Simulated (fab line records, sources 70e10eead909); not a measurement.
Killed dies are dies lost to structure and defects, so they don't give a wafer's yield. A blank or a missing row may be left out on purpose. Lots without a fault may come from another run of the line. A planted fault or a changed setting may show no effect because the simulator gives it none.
fab line records | flow nand_harc
record lots=23 wafers=69 last_day=32
route steps=1302 shown A_CHANNEL_HOLE_D1@463 A_ONON_D2@567 A_CHANNEL_HOLE_D2@585
lots that met no fault: from a run of the same line without faults
start_h: hours from the record's first day to the start of the lot's first wafer shown | wait_h: hours since the lot's step before | " the same as in the row above | L1.1+2: a row that stands for several wafers | - no value, or no start given | * or withheld: withheld | < > ~ a bound
route shown NAME@n: a module of which the file shows steps, and the number in the route of the first | usual: mean/standard deviation of fault-free wafers | same: alike in all rows | chamber/n: place in a boat | sites: the reading at each site | _std_site: their standard deviation | _edge_site: outer sites' mean less inner sites' | radius_mm: how far each site lies from the wafer's centre | mask NAME#n: copy n | behind: the tool/chamber that last shaped the wafer | hold: why the lot was held/for how many hours/how that ended | device: the transistor (n, p or np) that didn't switch | end of line: the same wafers' tests at the end of the route | a step without rows: its recipe alone | killed: dies lost to structure and defects at the first sort, not the wafer's yield | map: a wafer's dies, x killed, . not, _ none there
set.NAME: the setting as run; set.NAME@STEP: as run at that earlier step | model.NAME: the simulator's own value behind a step, which no gauge read
steps of the route over a sample of lots; a table a step, a row a wafer
services: from which hour (start_h, from the record's first day; less than 0 if before it) a tool's chamber was out of use, for how many hours, and why
## steps
# step NHARC_A_CHANNEL_HOLE_D1_OVL_MEAS_11
# usual overlay_x_nm=-0.2/1.1 overlay_y_nm=0.2/0.61
# columns lot.wafer tool chamber start_h wait_h overlay_x_nm overlay_y_nm
L074.2 overlay-01 - 183.37 - -0.1 0.2
L074.3 " - " " 0.1 0.1
L074.4 " - " " 0.3 0.0
L075.2 overlay-02 - 183.54 - 1.2 0.0
L075.5 " - " " 0.1 -0.2
L075.6 " - " " 0.6 -0.1
L076.2 overlay-01 - 197.24 - -2.3 -0.7
L076.3 " - " " -2.0 -0.2
L076.6 " - " " -1.9 -0.8
L078.3 overlay-02 - 213.91 - 1.4 -0.4
L078.4 " - " " 1.1 -0.2
L078.6 " - " " 0.8 0.0
L077.2 overlay-02 - 215.70 - -1.1 1.4
L077.3 " - " " -0.5 1.5
L077.4 " - " " -1.2 1.0
L079.1 overlay-02 - 226.93 - 0.6 -0.2
L079.3 " - " " 0.0 -0.1
L079.6 " - " " 0.7 -0.4
L081.1 overlay-01 - 247.53 - 1.2 0.8
L081.3 " - " " 1.0 0.6
L081.5 " - " " 0.9 1.0
L082.2 overlay-01 - 260.33 - -1.8 -0.6
L082.4 " - " " -1.0 -0.4
L082.5 " - " " -1.4 -0.6
L084.1 overlay-01 - 272.74 - -1.6 -0.4
L084.3 " - " " -1.3 0.2
L084.4 " - " " -1.6 -0.1
L083.1 overlay-01 - 274.50 - -0.8 -0.9
L083.3 " - " " -1.1 -0.5
L083.4 " - " " -1.0 -0.8
L085.3 overlay-02 - 289.34 - 1.0 0.8
L085.5 " - " " 0.5 0.5
L085.6 " - " " 0.7 0.9
L086.1 overlay-01 - 296.03 - -1.8 0.4
L086.4 " - " " -1.7 0.4
L086.6 " - " " -1.1 0.1
L087.1 overlay-01 - 303.88 - 2.0 -0.1
L087.4 " - " " 1.6 0.0
L087.6 " - " " 1.8 0.0
L088.1 overlay-01 - 321.61 - 1.0 0.6
L088.4 " - " " 0.8 0.7
L088.6 " - " " 0.8 0.7
L089.4 overlay-01 - 327.83 - -0.6 -0.7
L089.5 " - " " -0.9 -0.6
L089.6 " - " " -0.6 -0.4
L090.3 overlay-01 - 341.05 - -0.9 -0.1
L090.4 " - " " -0.7 0.3
L090.5 " - " " -0.8 0.3
L091.3 overlay-02 - 362.60 - 0.1 -0.1
L091.4 " - " " 0.9 -0.3
L091.5 " - " " 0.0 -0.3
L092.1 overlay-02 - 363.28 - -0.4 0.7
L092.3 " - " " 0.0 0.5
L092.5 " - " " 0.0 0.6
L093.2 overlay-01 - 376.30 - -1.6 2.0
L093.3 " - " " -1.9 1.6
L093.6 " - " " -1.7 1.9
L094.1 overlay-01 - 385.58 - 1.5 0.0
L094.3 " - " " 1.5 0.4
L094.4 " - " " 1.4 0.5
L095.2 overlay-02 - 396.76 - -0.4 -0.1
L095.3 " - " " 0.6 -0.5
L095.5 " - " " -0.4 -0.2
L096.3 overlay-01 - 396.91 - 0.5 0.2
L096.5 " - " " -0.3 0.8
L096.6 " - " " -0.2 0.5
L097.1 overlay-02 - 405.13 - -0.2 0.8
L097.3 " - " " -0.8 0.1
L097.4 " - " " -1.0 0.2
# step NHARC_A_CHANNEL_HOLE_D1_ETCH_20
# recipe bias_v=3000 source_w=withheld pressure_mtorr=20 time_s=361.9 ar_flow_sccm=375 c4f8_flow_sccm=89.3 o2_flow_sccm=35.7 temp_c=-20 target_depth_a=16000 chemistry=C4F8/O2/Ar
# usual drypump_motor_current_A=6.0/0.45 showerhead_plenum_p_Torr=3.61/0.11 temp_c=-19.99/0.11 throttle_valve_pct=32.155/0.0096
# columns lot.wafer tool chamber start_h wait_h drypump_motor_current_A rf_hours_counter_h showerhead_plenum_p_Torr temp_c throttle_valve_pct
L074.2 har_etch-01 0 184.76 0.1 6.5 88 3.55 -19.84 32.155
L074.4 " 0 " " 6.5 - 3.55 -19.96 32.155
L074.3 " 1 " " 6.4 - 3.73 -19.91 32.170
L075.2 har_etch-02 1 185.08 0.1 5.7 290 3.54 -20.04 32.128
L075.5 " 0 " " 5.5 - 3.68 -19.95 32.147
L075.6 " 1 " " 5.7 - 3.54 -20.06 32.162
L076.2 har_etch-02 1 198.69 0.1 5.7 302 3.53 -20.05 32.152
L076.3 " 1 " " 5.6 - 3.53 -20.00 32.139
L076.6 " 1 " " 5.6 - 3.53 -20.07 32.148
L078.4 har_etch-01 1 215.61 0.2 6.4 - 3.72 -20.07 32.163
L078.3 " 0 " " 6.6 - 3.54 -19.93 32.136
L078.6 " 0 " " 6.6 - 3.54 -19.99 32.172
L077.2 har_etch-02 1 219.72 0.1 5.7 309 3.53 -20.20 32.153
L077.3 " 1 " " 5.6 - 3.53 -19.81 32.142
L077.4 " 0 " " 5.5 - 3.67 -20.00 32.166
L079.1 har_etch-01 1 230.79 0.1 6.4 119 3.72 -19.89 32.156
L079.3 " 1 " " 6.4 - 3.72 -20.03 32.156
L079.6 " 0 " " 6.5 - 3.53 -19.94 32.142
L081.1 har_etch-02 0 248.98 0.1 5.5 325 3.66 -20.05 32.167
L081.3 " 0 " " 5.5 - 3.66 -19.91 32.167
L081.5 " 1 " " 5.6 - 3.52 -19.87 32.152
L082.2 har_etch-02 1 262.09 0.1 5.7 328 3.52 -20.06 32.156
L082.4 " 0 " " 5.5 - 3.66 -20.09 32.144
L082.5 " 0 " " 5.5 - 3.66 -20.16 32.166
L084.1 har_etch-02 1 274.19 0.1 5.7 336 3.52 -19.83 32.168
L084.4 " 0 " " 5.5 - 3.66 -20.11 32.165
L084.3 " 1 " " 5.6 - 3.52 -19.82 32.150
L083.1 har_etch-01 1 275.96 0.1 6.4 142 3.70 -19.88 32.164
L083.3 " 0 " " 6.5 - 3.52 -19.99 32.163
L083.4 " 1 " " 6.4 - 3.70 -19.95 32.162
L085.3 har_etch-01 1 290.89 0.2 6.4 - 3.70 -19.88 32.154
L085.6 " 0 " " 6.5 - 3.51 -19.95 32.161
L085.5 " 1 " " 6.4 - 3.70 -19.93 32.147
L086.1 har_etch-02 1 300.99 0.1 5.6 355 3.51 -19.93 32.159
L086.4 " 0 " " 5.5 - 3.65 -20.18 32.162
L086.6 " 1 " " 5.7 - 3.51 -19.91 32.163
L087.1 har_etch-01 0 305.32 0.1 6.5 161 3.51 -19.86 32.153
L087.4 " 1 " " 6.4 - 3.69 -19.99 32.147
L087.6 " 1 " " 6.4 - 3.69 -19.85 32.161
L088.1 har_etch-01 0 324.11 0.1 6.5 169 3.50 -19.94 32.148
L088.4 " 1 " " 6.4 - 3.69 -20.06 32.155
L088.6 " 0 " " 6.5 - 3.50 -20.03 32.165
L089.4 har_etch-02 0 332.97 0.2 5.5 - 3.64 -19.93 32.154
L089.5 " 0 " " 5.5 - 3.64 -19.95 32.167
L089.6 " 1 " " 5.6 - 3.50 -20.21 32.146
L090.4 har_etch-01 0 342.69 0.2 6.6 - 3.50 -20.28 32.157
L090.3 " 1 " " 6.4 - 3.68 -20.12 32.158
L090.5 " 1 " " 6.4 - 3.68 -19.94 32.130
L091.4 har_etch-01 0 364.10 0.2 6.5 - 3.49 -20.14 32.152
L091.3 " 1 " " 6.4 - 3.67 -20.04 32.157
L091.5 " 1 " " 6.4 - 3.67 -19.94 32.165
L092.1 har_etch-02 1 366.66 0.1 5.6 393 3.49 -20.08 32.159
L092.3 " 1 " " 5.6 - 3.49 -19.98 32.151
L092.5 " 0 " " 5.5 - 3.63 -20.02 32.168
L093.2 har_etch-01 1 379.34 0.1 6.4 203 3.67 -20.00 32.144
L093.3 " 1 " " 6.4 - 3.67 -20.03 32.154
L093.6 " 0 " " 6.5 - 3.49 -20.12 32.155
L094.1 har_etch-01 1 392.47 0.1 6.4 215 3.66 -20.02 32.151
L094.4 " 1 " " 6.4 - 3.66 -20.06 32.148
L094.3 " 0 " " 6.5 - 3.48 -20.02 32.130
L096.3 har_etch-02 0 398.52 0.2 5.5 - 3.62 -19.82 32.154
L096.5 " 1 " " 5.6 - 3.93 -19.90 32.171
L096.6 " 0 " " 5.5 - 3.62 -19.94 32.156
L095.2 har_etch-01 1 400.44 0.1 6.4 222 3.66 -20.12 32.144
L095.3 " 0 " " 6.5 - 3.48 -20.08 32.158
L095.5 " 0 " " 6.5 - 3.48 -19.96 32.145
L097.1 har_etch-02 1 406.74 0.1 5.6 12 3.93 -20.02 32.156
L097.4 " 0 " " 5.5 - 3.62 -19.93 32.152
L097.3 " 1 " " 5.7 - 3.93 -20.11 32.156
# step NHARC_A_ONON_D2_THK_MEAS_34
# recipe thk_meas_gauge=ellipsometry
# usual thk_nm=201/3
# columns lot.wafer tool chamber start_h wait_h thk_nm
L075.2 film_metro-02 - 288.49 - 201
L075.5 " - " " 205
L075.6 " - " " 204
L074.2 film_metro-02 - 289.04 - 203
L074.3 " - " " 198
L074.4 " - " " 200
L076.2 film_metro-02 - 308.24 - 202
L076.3 " - " " 203
L076.6 " - " " 204
L077.2 film_metro-02 - 321.52 - 200
L077.3 " - " " 198
L077.4 " - " " 201
L078.3 film_metro-02 - 321.64 - 197
L078.4 " - " " 206
L078.6 " - " " 198
L079.1 film_metro-01 - 331.03 - 204
L079.3 " - " " 201
L079.6 " - " " 207
L081.1 film_metro-01 - 352.30 - 199
L081.3 " - " " 200
L081.5 " - " " 202
L082.2 film_metro-02 - 368.03 - 200
L082.4 " - " " 204
L082.5 " - " " 198
L084.1 film_metro-01 - 374.53 - 197
L084.3 " - " " 202
L084.4 " - " " 205
L083.1 film_metro-01 - 374.87 - 202
L083.3 " - " " 199
L083.4 " - " " 205
L085.3 film_metro-01 - 394.44 - 200
L085.5 " - " " 204
L085.6 " - " " 208
L086.1 film_metro-02 - 413.20 - 203
L086.4 " - " " 208
L086.6 " - " " 205
L087.1 film_metro-01 - 413.21 - 202
L087.4 " - " " 202
L087.6 " - " " 204
L088.1 film_metro-02 - 430.82 - 201
L088.4 " - " " 199
L088.6 " - " " 203
L089.4 film_metro-02 - 444.64 - 198
L089.5 " - " " 200
L089.6 " - " " 199
L090.3 film_metro-02 - 452.98 - 196
L090.4 " - " " 207
L090.5 " - " " 197
L091.3 film_metro-01 - 470.43 - 202
L091.4 " - " " 201
L091.5 " - " " 202
L092.1 film_metro-02 - 470.43 - 196
L092.3 " - " " 203
L092.5 " - " " 207
L093.2 film_metro-01 - 481.96 - 201
L093.3 " - " " 197
L093.6 " - " " 204
L096.3 film_metro-01 - 497.65 - 202
L096.5 " - " " 208
L096.6 " - " " 206
L094.1 film_metro-02 - 497.93 - 197
L094.3 " - " " 198
L094.4 " - " " 201
L095.2 film_metro-01 - 498.07 - 201
L095.3 " - " " 197
L095.5 " - " " 205
L097.1 film_metro-02 - 514.73 - 196
L097.3 " - " " 202
L097.4 " - " " 200
# step NHARC_A_CHANNEL_HOLE_D2_DESCUM_15
# recipe time_s=3 o2_flow_sccm=200 ar_flow_sccm=0 bias_power_w=0 chemistry=O2
# usual drypump_motor_current_A=5.8/0.36 oes_product_au=0.998/0.012 rf_vpp_V=57.7/0.88 showerhead_plenum_p_Torr=1.92/0.047 throttle_valve_pct=11.310/0.0087
# columns lot.wafer tool chamber start_h wait_h drypump_motor_current_A oes_product_au rf_hours_counter_h rf_vpp_V showerhead_plenum_p_Torr throttle_valve_pct
L075.2 rie_diel-09 1 291.36 0.1 6.2 0.994 6.0 58.6 1.94 11.324
L075.6 " 2 " " 6.0 1.002 - 57.3 1.98 11.323
L075.5 " 3 " " 6.3 1.032 - 57.3 1.91 11.319
L074.3 rie_diel-09 1 292.76 0.1 6.2 0.993 6.7 57.5 1.94 11.303
L074.2 " 3 " " 6.3 1.022 6.2 57.5 1.91 11.288
L074.4 " 0 " " 5.6 0.987 6.9 58.8 1.83 11.310
L076.3 rie_diel-12 3 311.21 0.1 6.6 0.988 1.9 57.8 1.90 11.307
L076.2 " 0 " " 5.6 0.983 1.2 57.9 1.98 11.321
L076.6 " 3 " " 6.6 0.985 - 58.3 1.90 11.318
L077.4 rie_diel-02 3 325.40 0.1 5.9 1.000 4.7 57.5 1.87 11.318
L077.3 " 0 " " 5.6 1.021 5.0 57.5 1.96 11.303
L077.2 " 1 " " 5.5 1.006 4.3 57.6 1.92 11.319
L078.4 rie_diel-12 1 325.60 0.1 5.9 0.994 3.8 57.4 1.88 11.307
L078.3 " 2 " " 5.2 1.003 3.9 57.8 1.85 11.300
L078.6 " 0 " " 5.5 0.982 - 57.6 1.97 11.303
L079.1 rie_diel-12 3 333.89 0.1 6.7 0.979 4.3 56.4 1.90 11.317
L079.3 " 0 " " 5.6 0.965 4.2 59.3 1.97 11.302
L079.6 " 2 " " 5.2 1.002 - 56.3 1.85 11.301
L081.1 rie_diel-09 2 356.95 0.1 6.0 1.003 0.8 60.6 1.98 11.318
L081.3 " 0 " " 5.6 0.975 1.2 57.8 1.83 11.326
L081.5 " 1 " " 6.2 0.994 - 59.2 1.94 11.311
L082.2 rie_diel-02 1 373.82 0.1 5.5 1.008 6.5 56.8 1.92 11.320
L082.4 " 2 " " 5.5 1.011 7.2 57.4 1.95 11.311
L082.5 " 1 " " 5.5 1.000 - 59.1 1.92 11.303
L084.3 rie_diel-02 0 382.85 0.1 5.6 0.992 7.2 58.8 1.96 11.318
L084.4 " 1 " " 5.5 0.992 7.5 56.6 1.92 11.321
L084.1 " 2 " " 5.5 1.000 8.2 58.5 1.95 11.320
L083.1 rie_diel-09 0 383.79 0.1 5.6 0.983 3.1 56.6 1.83 11.317
L083.3 " 2 " " 6.0 1.008 3.3 57.0 1.98 11.313
L083.4 " 1 " " 6.2 0.985 - 56.3 1.94 11.315
L085.3 rie_diel-09 1 400.71 0.1 6.2 0.984 5.1 58.2 1.93 11.307
L085.5 " 3 " " 6.3 1.006 - 57.7 1.91 11.301
L085.6 " 0 " " 5.6 0.974 - 56.8 1.83 11.308
L086.1 rie_diel-09 0 416.35 0.1 5.6 0.974 5.8 58.2 1.83 11.313
L086.4 " 1 " " 6.2 0.982 5.7 58.4 1.93 11.309
L086.6 " 1 " " 6.2 0.974 - 57.5 1.93 11.306
L087.1 rie_diel-02 0 416.61 0.1 5.6 1.010 0.3 56.9 1.96 11.312
L087.4 " 1 " " 5.5 1.007 0.3 57.6 1.92 11.308
L087.6 " 0 " " 5.6 0.999 - 55.8 1.96 11.318
L088.1 rie_diel-02 3 433.79 0.1 5.9 1.011 1.6 55.4 1.87 11.322
L088.4 " 1 " " 5.5 1.010 1.7 57.5 1.92 11.324
L088.6 " 2 " " 5.5 0.998 - 57.1 1.95 11.314
L089.4 rie_diel-09 0 447.51 0.1 5.6 0.976 7.5 57.5 1.83 11.321
L089.5 " 0 " " 5.6 0.979 - 58.1 1.83 11.301
L089.6 " 1 " " 6.2 0.983 - 57.2 1.93 11.311
L090.4 rie_diel-02 3 455.99 0.1 5.9 1.000 3.0 56.4 1.87 11.310
L090.3 " 0 " " 5.6 1.002 2.8 58.5 1.96 11.295
L090.5 " 1 " " 5.5 1.006 - 58.4 1.92 11.312
L091.4 rie_diel-02 0 473.27 0.1 5.6 0.998 4.0 57.8 1.96 11.321
L091.3 " 3 " " 5.9 1.004 4.0 57.6 1.87 11.305
L091.5 " 1 " " 5.5 1.020 - 57.6 1.92 11.309
L092.1 rie_diel-09 1 473.82 0.1 6.2 0.975 8.8 57.2 1.93 11.320
L092.3 " 0 " " 5.6 0.976 10.2 57.5 1.83 11.318
L092.5 " 1 " " 6.2 0.981 - 57.9 1.93 11.311
L093.2 rie_diel-02 2 487.07 0.1 5.5 0.998 4.9 58.0 1.95 11.324
L093.3 " 3 " " 5.9 1.008 5.1 58.4 1.87 11.326
L093.6 " 0 " " 5.6 1.005 - 58.3 1.96 11.308
L096.3 rie_diel-12 2 500.47 0.1 5.2 1.007 2.2 57.5 1.85 11.296
L096.6 " 1 " " 5.9 0.998 - 58.2 1.88 11.309
L096.5 " 2 " " 5.2 1.006 - 57.6 1.85 11.296
L094.1 rie_diel-12 0 500.86 0.1 5.6 0.987 2.9 58.6 1.97 11.297
L094.3 " 2 " " 5.2 1.007 2.4 56.6 1.85 11.309
L094.4 " 3 " " 6.6 1.001 3.1 59.1 1.90 11.314
L095.2 rie_diel-02 1 501.08 0.1 5.5 1.010 5.9 57.8 1.92 11.305
L095.3 " 3 " " 5.9 1.005 6.3 57.4 1.87 11.312
L095.5 " 1 " " 5.5 1.007 - 56.9 1.92 11.319
L097.3 rie_diel-12 0 520.58 0.1 5.6 0.982 5.0 57.1 1.97 11.312
L097.4 " 1 " " 5.9 1.003 3.8 58.8 1.88 11.314
L097.1 " 2 " " 5.2 1.015 3.9 58.6 1.85 11.305
# step NHARC_A_CHANNEL_HOLE_D2_ETCH_16
# recipe target_depth_a=31000 over_etch_frac=0.3 time_s=806 ion_energy_ev=150 o2_flow_sccm=400 cos_flow_sccm=20 ar_flow_sccm=0 rf_w=500 bias_w=300 chemistry=O2/COS
# usual drypump_motor_current_A=5.8/0.38 oes_product_au=0.999/0.013 rf_vpp_V=314.2/1.4 showerhead_plenum_p_Torr=3.12/0.072 throttle_valve_pct=28.331/0.0086
# columns lot.wafer tool chamber start_h wait_h drypump_motor_current_A oes_product_au rf_hours_counter_h rf_vpp_V showerhead_plenum_p_Torr throttle_valve_pct
L075.2 rie_diel-09 2 - - 6.0 0.993 6.6 316.6 3.23 28.321
L075.6 " 0 " " 5.6 0.991 - 312.1 3.00 28.330
L075.5 " 1 " " 6.2 0.991 - 315.9 3.16 28.340
L074.2 rie_diel-09 3 - - 6.3 1.026 6.6 313.2 3.11 28.335
L074.3 " 1 " " 6.2 0.983 7.0 316.3 3.16 28.317
L074.4 " 2 " " 5.9 0.995 7.0 315.0 3.23 28.340
L076.3 rie_diel-12 1 - - 6.0 0.997 1.5 312.9 3.08 28.336
L076.2 " 2 " " 5.2 1.009 2.1 312.9 3.03 28.325
L076.6 " 0 " " 5.6 0.977 - 316.9 3.22 28.322
L077.3 rie_diel-02 1 - - 5.5 1.004 4.6 315.6 3.14 28.316
L077.2 " 2 " " 5.5 0.999 5.3 314.7 3.18 28.334
L077.4 " 0 " " 5.6 1.016 5.3 313.7 3.19 28.340
L078.4 rie_diel-12 3 - - 6.6 0.984 4.0 313.6 3.10 28.320
L078.3 " 0 " " 5.6 0.983 3.9 314.9 3.22 28.315
L078.6 " 1 " " 5.9 0.995 - 313.2 3.07 28.341
L079.3 rie_diel-12 0 - - 5.6 0.980 4.6 316.2 3.22 28.329
L079.1 " 2 " " 5.2 1.008 5.0 313.3 3.03 28.324
L079.6 " 0 " " 5.6 0.978 - 315.1 3.22 28.329
L081.3 rie_diel-09 3 - - 6.3 0.992 1.1 314.1 3.11 28.325
L081.1 " 0 " " 5.7 0.959 1.5 313.3 3.00 28.323
L081.5 " 3 " " 6.3 1.009 - 313.5 3.11 28.330
L082.2 rie_diel-02 1 - - 5.5 0.999 6.9 313.6 3.14 28.329
L082.4 " 3 " " 6.0 1.001 7.1 312.1 3.06 28.337
L082.5 " 1 " " 5.5 1.004 - 313.3 3.14 28.350
L084.1 rie_diel-02 2 - - 5.5 1.001 8.6 316.2 3.18 28.333
L084.3 " 3 " " 6.0 0.997 7.9 313.2 3.06 28.322
L084.4 " 1 " " 5.5 0.999 7.8 313.9 3.14 28.335
L083.3 rie_diel-09 2 - - 6.0 1.005 3.6 316.0 3.22 28.332
L083.1 " 0 " " 5.6 0.977 3.5 311.2 3.00 28.334
L083.4 " 1 " " 6.2 0.995 - 314.0 3.16 28.328
L085.3 rie_diel-09 1 - - 6.2 0.983 5.3 313.3 3.15 28.328
L085.5 " 2 " " 6.0 0.993 - 315.2 3.22 28.316
L085.6 " 3 " " 6.3 1.015 - 314.8 3.11 28.342
L086.4 rie_diel-09 0 - - 5.7 0.975 6.2 312.5 2.99 28.345
L086.1 " 1 " " 6.2 0.985 6.0 314.9 3.15 28.326
L086.6 " 0 " " 5.6 0.975 - 314.2 2.99 28.337
L087.4 rie_diel-02 3 - - 5.9 1.018 0.7 313.5 3.06 28.329
L087.1 " 1 " " 5.5 1.008 0.6 315.5 3.14 28.334
L087.6 " 2 " " 5.5 1.011 - 315.1 3.18 28.321
L088.1 rie_diel-02 2 - - 5.5 1.015 2.1 314.7 3.18 28.346
L088.4 " 0 " " 5.6 1.008 1.9 316.0 3.19 28.336
L088.6 " 3 " " 6.0 1.012 - 312.4 3.05 28.324
L089.4 rie_diel-09 1 - - 6.2 0.998 7.1 314.3 3.15 28.321
L089.5 " 3 " " 6.4 1.003 - 313.5 3.11 28.331
L089.6 " 0 " " 5.7 0.996 - 312.4 2.99 28.325
L090.4 rie_diel-02 0 - - 5.6 0.999 3.1 315.0 3.19 28.333
L090.3 " 2 " " 5.5 1.006 3.3 315.2 3.18 28.329
L090.5 " 1 " " 5.5 1.015 - 314.8 3.13 28.309
L091.3 rie_diel-02 2 - - 5.5 1.004 4.2 315.7 3.18 28.321
L091.4 " 3 " " 5.9 0.997 4.4 313.5 3.05 28.331
L091.5 " 1 " " 5.5 1.005 - 313.3 3.13 28.327
L092.1 rie_diel-09 0 - - 5.7 0.962 10.6 312.7 2.99 28.323
L092.3 " 2 " " 6.0 1.005 10.3 316.5 3.22 28.337
L092.5 " 1 " " 6.2 0.979 - 315.4 3.15 28.334
L093.2 rie_diel-02 3 - - 5.9 1.004 5.4 311.3 3.05 28.329
L093.3 " 0 " " 5.6 1.004 5.6 315.7 3.19 28.344
L093.6 " 2 " " 5.5 1.008 - 316.5 3.18 28.338
L096.3 rie_diel-12 1 - - 5.9 0.995 2.5 314.4 3.07 28.339
L096.6 " 3 " " 6.7 1.004 - 314.0 3.10 28.323
L096.5 " 0 " " 5.6 0.974 - 314.8 3.21 28.327
L094.4 rie_diel-12 2 - - 5.2 1.023 2.9 312.9 3.03 28.342
L094.3 " 0 " " 5.6 0.990 3.7 314.2 3.21 28.335
L094.1 " 1 " " 5.9 1.006 2.9 313.9 3.07 28.329
L095.2 rie_diel-02 2 - - 5.5 1.015 6.4 314.4 3.18 28.329
L095.3 " 3 " " 6.0 1.008 6.6 312.5 3.05 28.324
L095.5 " 1 " " 5.5 1.011 - 313.7 3.13 28.322
L097.4 rie_diel-12 2 - - 5.2 1.012 4.3 313.2 3.02 28.320
L097.1 " 3 " " 6.6 1.008 5.6 315.1 3.10 28.329
L097.3 " 0 " " 5.6 0.980 5.3 315.3 3.21 28.327
# step NHARC_A_CHANNEL_HOLE_D2_STRIP_28
# recipe o2_flow_sccm=500 ar_flow_sccm=0 bias_w=0 chemistry=O2
# usual drypump_motor_current_A=5.8/0.37 oes_product_au=0.999/0.01 rf_vpp_V=57.9/0.89 showerhead_plenum_p_Torr=3.53/0.077 throttle_valve_pct=17.036/0.0094
# columns lot.wafer tool chamber start_h wait_h drypump_motor_current_A oes_product_au rf_hours_counter_h rf_vpp_V showerhead_plenum_p_Torr throttle_valve_pct
L075.2 rie_diel-12 1 - - 5.9 0.995 0.9 56.4 3.48 17.026
L075.6 " 2 " " 5.2 0.995 - 57.3 3.43 17.036
L075.5 " 3 " " 6.7 0.997 - 59.2 3.51 17.022
L074.4 rie_diel-12 3 - - 6.7 0.997 1.6 55.3 3.51 17.040
L074.3 " 0 " " 5.6 0.998 1.1 58.0 3.63 17.050
L074.2 " 1 " " 5.9 1.004 1.0 56.6 3.48 17.037
L076.3 rie_diel-12 2 - - 5.2 1.014 2.3 58.0 3.43 17.040
L076.2 " 3 " " 6.6 0.990 2.6 57.2 3.51 17.020
L076.6 " 1 " " 6.0 0.999 - 57.4 3.48 17.047
L077.2 rie_diel-02 3 - - 6.0 1.008 5.6 56.7 3.45 17.032
L077.3 " 1 " " 5.5 1.013 5.4 55.6 3.55 17.030
L077.4 " 2 " " 5.5 1.010 - 57.3 3.60 17.040
L078.3 rie_diel-02 2 - - 5.5 1.000 6.2 57.0 3.60 17.047
L078.4 " 2 " " 5.6 1.005 - 57.7 3.60 17.023
L078.6 " 1 " " 5.5 1.002 - 57.1 3.54 17.040
L079.1 rie_diel-02 2 - - 5.5 0.989 6.4 58.9 3.60 17.043
L079.3 " 1 " " 5.5 0.998 5.7 57.0 3.54 17.016
L079.6 " 1 " " 5.5 0.996 - 58.5 3.54 17.043
L081.3 rie_diel-02 1 - - 5.5 1.022 6.4 59.5 3.54 17.021
L081.1 " 3 " " 5.9 1.012 6.6 58.9 3.45 17.032
L081.5 " 1 " " 5.5 0.999 - 57.2 3.54 17.035
L082.2 rie_diel-09 2 - - 6.0 1.005 3.2 58.1 3.64 17.027
L082.4 " 1 " " 6.2 0.989 - 57.6 3.57 17.021
L082.5 " 2 " " 6.0 1.010 - 58.0 3.64 17.051
L084.1 rie_diel-02 2 - - 5.5 1.007 9.0 56.1 3.60 17.036
L084.4 " 3 " " 5.9 1.012 8.3 58.7 3.45 17.054
L084.3 " 0 " " 5.6 0.997 7.6 58.2 3.61 17.018
L083.3 rie_diel-09 3 - - 6.4 1.004 3.1 58.6 3.52 17.036
L083.1 " 0 " " 5.7 0.966 4.8 56.4 3.39 17.036
L083.4 " 1 " " 6.2 0.991 4.8 58.5 3.57 17.040
L085.3 rie_diel-02 2 - - 5.5 0.996 0.0 58.6 3.60 17.035
L085.5 " 2 " " 5.5 0.993 - 59.1 3.60 17.015
L085.6 " 3 " " 5.9 1.011 - 57.0 3.45 17.055
L086.4 rie_diel-02 2 - - 5.5 0.996 1.3 57.7 3.59 17.034
L086.1 " 3 " " 5.9 1.020 1.1 57.3 3.45 17.046
L086.6 " 1 " " 5.5 1.003 - 57.2 3.54 17.021
L087.1 rie_diel-09 0 - - 5.7 0.984 6.7 58.0 3.39 17.021
L087.4 " 2 " " 6.0 1.001 6.7 59.2 3.64 17.032
L087.6 " 0 " " 5.6 0.980 - 58.7 3.39 17.025
L088.1 rie_diel-09 3 - - 6.3 0.997 5.6 59.1 3.51 17.025
L088.4 " 1 " " 6.2 0.987 6.7 57.9 3.56 17.024
L088.6 " 3 " " 6.3 1.001 - 57.3 3.51 17.033
L089.4 rie_diel-02 0 - - 5.6 1.015 2.7 57.5 3.61 17.037
L089.6 " 3 " " 6.0 1.010 - 57.8 3.45 17.027
L089.5 " 0 " " 5.7 1.013 - 57.5 3.61 17.030
L090.4 rie_diel-12 1 - - 5.9 1.004 0.7 56.8 3.47 17.040
L090.3 " 2 " " 5.2 1.009 0.8 56.2 3.42 17.030
L090.5 " 0 " " 5.6 0.983 - 57.2 3.63 17.042
L092.1 rie_diel-02 0 - - 5.6 1.007 4.8 58.8 3.60 17.057
L092.3 " 2 " " 5.5 1.010 4.4 58.3 3.59 17.038
L092.5 " 0 " " 5.6 0.995 - 59.1 3.60 17.041
L091.4 rie_diel-09 2 - - 6.0 1.001 11.5 57.4 3.64 17.047
L091.3 " 3 " " 6.3 0.995 10.6 57.8 3.51 17.043
L091.5 " 1 " " 6.2 0.985 - 57.7 3.56 17.033
L093.2 rie_diel-02 2 - - 5.5 1.004 5.7 58.4 3.59 17.034
L093.3 " 3 " " 6.0 1.017 5.8 57.1 3.45 17.043
L093.6 " 0 " " 5.6 1.002 - 56.6 3.60 17.037
L096.3 rie_diel-12 1 - - 5.9 0.992 3.0 57.3 3.47 17.045
L096.5 " 0 " " 5.6 0.986 - 59.6 3.63 17.042
L096.6 " 1 " " 5.9 0.997 - 57.9 3.47 17.026
L095.2 rie_diel-09 2 - - 6.0 1.001 0.1 58.9 3.64 17.032
L095.3 " 3 " " 6.3 0.993 0.0 58.5 3.51 17.036
L095.5 " 2 " " 6.0 0.994 - 58.2 3.64 17.013
L094.3 rie_diel-09 1 - - 6.3 0.984 0.2 58.5 3.56 17.033
L094.4 " 2 " " 6.0 1.002 0.2 58.4 3.64 17.033
L094.1 " 3 " " 6.3 0.987 0.2 57.4 3.51 17.037
L097.4 rie_diel-12 2 - - 5.2 1.015 4.8 56.8 3.42 17.042
L097.3 " 3 " " 6.7 1.001 6.2 57.8 3.50 17.038
L097.1 " 1 " " 6.0 1.007 4.3 57.0 3.47 17.027
## services
# columns tool chamber start_h hours kind
rie_diel-02 0 171.21 - clean
rie_diel-02 1 171.21 - clean
rie_diel-09 1 176.05 6.8 repair
rie_diel-12 - 178.74 0.9 repair
har_etch-01 - 193.19 1.4 repair
rie_diel-02 - 216.70 9.0 pm
rie_diel-09 3 225.95 7.5 repair
rie_diel-09 3 246.88 4.9 repair
rie_diel-12 - 268.40 9.0 pm
rie_diel-09 1 278.84 10.1 repair
rie_diel-02 1 311.72 13.4 repair
rie_diel-09 - 320.10 9.0 pm
rie_diel-12 - 328.39 0.2 repair
rie_diel-12 0 360.44 36.9 repair
rie_diel-09 3 376.95 15.9 repair
har_etch-02 - 377.00 17.0 pm
rie_diel-02 - 393.77 9.0 pm
rie_diel-12 0 401.27 20.3 repair
rie_diel-09 1 423.97 8.8 repair
rie_diel-09 2 425.46 6.1 repair
rie_diel-12 - 445.40 9.0 pm
rie_diel-12 2 477.75 9.0 repair
rie_diel-09 - 497.10 9.0 pm
rie_diel-12 1 503.73 2.2 repair
## key
fault none
